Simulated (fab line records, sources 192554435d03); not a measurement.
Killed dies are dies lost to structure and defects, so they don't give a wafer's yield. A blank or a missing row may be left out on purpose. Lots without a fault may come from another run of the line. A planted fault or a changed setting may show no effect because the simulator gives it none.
A struck lot beside a sound one | flow n5_finfet | 37 steps out of a route of 1938
Sound: wafers L432.1, L432.3, L432.4. Struck: wafers L418.1, L418.2, L418.4. The cause comes at the end.
At each step with rows: each side's tool, then ch and its chambers, then its first start. Under that, the readings that differ: sound wafers | struck wafers | difference of the means | sigmas: that difference in standard deviations of wafers without a fault.
alike: readings whose means differ by less than 2 such deviations, and words and numbers that are the same on both sides. not compared: withheld readings, readings that some wafer has no value for, bounds like >300 that may hide the same value, and numbers for which the record gives no deviation and whose values overlap.
The two part at a step that has a row with sigmas, a row that says differs or no value, or rows on one side only. Numbers that don't overlap but have no deviation are shown without sigmas and don't part them. A reading that every wafer of one side lacks parts them only if that side has two wafers or more.

first, 9 steps without rows for these wafers: N5_WELL_APT_COAT_19 (resist thk 950 nm); N5_WELL_APT_EBR_21; N5_WELL_APT_SOFTBAKE_20 (time 60 s); N5_WELL_APT_EXPOSE_22 (exposes mask PWELL, defocus 0 nm, target cd 200 nm); N5_WELL_APT_PEB_23 (peb time 90 s); N5_WELL_APT_DEVELOP_24 (develop time 45 s); N5_WELL_APT_HARDBAKE_29 (time 120 s); N5_WELL_APT_DESCUM_30 (chemistry O2, time 7.9 s); N5_WELL_APT_IMPLANT_31.
N5_WELL_APT_IMPLANT_32:
  sound on implanter-02 ch 0, day 6 21:38; struck on implanter-02 ch 0, day 3 09:52
  reading                   | sound                | struck               | difference | sigmas
  beam_energy_keV           | 50.044 50.048 50.031 | 43.566 43.563 43.550 | -6.481     | -99 or more
  model.implant.rp_nm (nm)  | 37.3 37.3 37.3       | 33.5 33.5 33.5       | -3.8       |
  model.implant.drp_nm (nm) | 18.55 18.55 18.55    | 16.84 16.84 16.84    | -1.71      |
  alike: tilt_deg
then, 25 steps without rows for these wafers: N5_WELL_APT_STRIP_33 (strips in SPM, time 900 s); N5_WELL_APT_RTA_34 (time 10 s); N5_WELL_APT_OXIDE_STRIP_42 (strips SiO2 in dHF, time 45 s, target depth 12 nm); N5_WELL_APT_PRECLEAN_36 (cleans in O3/DIW, time 45 s); N5_WELL_APT_PRECLEAN_39 (cleans in dHF, time 60 s); N5_WELL_APT_SRD_37 (time 30 s); N5_WELL_APT_EPI_41 (deposits Si from SiH4/H2, target thk 50 nm, time 297.7 s); N5_PMOS_HMC_CHANNEL_EPI_HM_DEP_34 (deposits SiO2 from TEOS/O2, target thk 36 nm, time 6.9 s); N5_PMOS_HMC_CHANNEL_EPI_COAT_31 (time 60 s, resist thk 66 nm); N5_PMOS_HMC_CHANNEL_EPI_COAT_03 (resist thk 205 nm); N5_PMOS_HMC_CHANNEL_EPI_EBR_05; N5_PMOS_HMC_CHANNEL_EPI_SOFTBAKE_04 (time 60 s); N5_PMOS_HMC_CHANNEL_EPI_EXPOSE_06 (exposes mask PMOS HMC BLK, target cd 240 nm); N5_PMOS_HMC_CHANNEL_EPI_PEB_07 (peb time 60 s); N5_PMOS_HMC_CHANNEL_EPI_DEVELOP_08 (develop time 30 s); N5_PMOS_HMC_CHANNEL_EPI_DESCUM_14 (chemistry O2, time 7.9 s); N5_PMOS_HMC_CHANNEL_EPI_ETCH_32 (etches BARC in N2/H2, stops on SiO2, target depth 85.8 nm, time 50.3 s); N5_PMOS_HMC_CHANNEL_EPI_HM_OPEN_15 (chemistry CHF3/O2, target SiO2, target depth 40.6 nm, time 20.3 s); N5_PMOS_HMC_CHANNEL_EPI_STRIP_33 (strips in N2/H2); N5_PMOS_HMC_CHANNEL_EPI_STRIP_17 (strips in SPM, time 750 s); N5_PMOS_HMC_CHANNEL_EPI_ETCH_38 (etches SiO2 in CF4, target depth 1.5 nm); N5_PMOS_HMC_CHANNEL_EPI_FIN_RECESS_16 (chemistry HBr/Cl2, target Si, target depth 54 nm, time 18 s); N5_PMOS_HMC_CHANNEL_EPI_PRECLEAN_36 (cleans in O3/DIW, time 45 s); N5_PMOS_HMC_CHANNEL_EPI_PRECLEAN_18 (cleans in DHF, time 30 s); N5_PMOS_HMC_CHANNEL_EPI_SRD_19 (time 30 s).
-- the record jumps here: 7 days lie between the struck wafers' starts before and after (it left off in module PMOS_HMC_CHANNEL_EPI and takes up again in module BEOL_M4, whose first step shown is number 1111 of the route) --
N5_BEOL_M4_RC_MEAS_101:
  sound on prober-01 ch 0, day 13 21:16; struck on prober-02 ch 0, day 10 07:34
  reading           | sound          | struck         | difference | sigmas
  CJ_N              | 4.22 4.29 4.30 | 4.46 4.67 4.60 | +0.31      | +4
  RS_PWELL (ohm/sq) | 3035 3063 3015 | 3068 3104 3090 | +50        | +2
  alike: DIBL_N, DIBL_P, IOFF_N, IOFF_P, ION_N, ION_P, SS_N, SS_P, VT_N, VT_P
-- the record jumps here: 5 days lie between the struck wafers' starts before and after (it left off in module BEOL_M4 and takes up again in module PASSIVATION, whose first step shown is number 1936 of the route) --
N5_PASSIVATION_PROBE_49:
  the record has rows for the struck wafers here (prober-02, day 15 01:46) and none for the sound ones

WHERE THEY PART
First at N5_WELL_APT_IMPLANT_32; last, within this record, at N5_PASSIVATION_PROBE_49.

WHY: what the simulator had put in
Process parameter drift: implanter-02, from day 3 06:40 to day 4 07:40, at N5_WELL_APT_IMPLANT_32. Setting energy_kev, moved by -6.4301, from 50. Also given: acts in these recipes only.
